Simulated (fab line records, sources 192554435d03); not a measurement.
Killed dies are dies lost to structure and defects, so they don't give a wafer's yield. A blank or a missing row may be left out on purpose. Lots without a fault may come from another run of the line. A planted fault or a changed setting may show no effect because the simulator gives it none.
Chamber matching | flow n5_finfet | N5_BEOL_M12_ETCH_59 on rie_diel-04: 4 sister chambers
The step etches BARC in N2/H2, target depth 89 nm, overetch 26.7 nm, time 67.9 s. 4 wafers are shown with their chamber, then 9 later ones without.

WAFERS WITH THEIR CHAMBER
wafer  | chamber | showerhead_plenum_p_Torr (Torr)
L094.1 | 3       | 2.42
L094.2 | 2       | 2.48
L093.4 | 1       | 2.40
L093.6 | 0       | 2.70

WAFERS WITHOUT THEIR CHAMBER
wafer  | showerhead_plenum_p_Torr (Torr)
L096.1 | 2.70
L096.3 | 2.40
L096.5 | 2.70
L095.1 | 2.48
L095.3 | 2.70
L095.6 | 2.39
L097.1 | 2.39
L097.4 | 2.42
L097.5 | 2.39

WHICH CHAMBER EACH WENT THROUGH
wafer  | from the rows above | in truth
L096.1 | 0                   | 0
L096.3 | 1                   | 1
L096.5 | 0                   | 0
L095.1 | 2                   | 2
L095.3 | 0                   | 0
L095.6 | 1                   | 1
L097.1 | 1                   | 1
L097.4 | 3                   | 3
L097.5 | 1                   | 1
Placed correctly: 9 of 9. Can't be placed from these rows: 0. Placed wrongly: 0.
How it was worked out, from the rows above alone: a wafer's distance from a chamber is the root of the sum, over the readings, of the square of ((its reading less the chamber's mean) divided by the reading's scatter). The wafer belongs to the nearest chamber; if the next one is less than 2 further off, it can't be placed. A chamber's mean is the mean of its shown wafers. The scatter: with one shown wafer a chamber, the root of the mean of the squares of how far each hidden wafer lies from its nearest shown one.
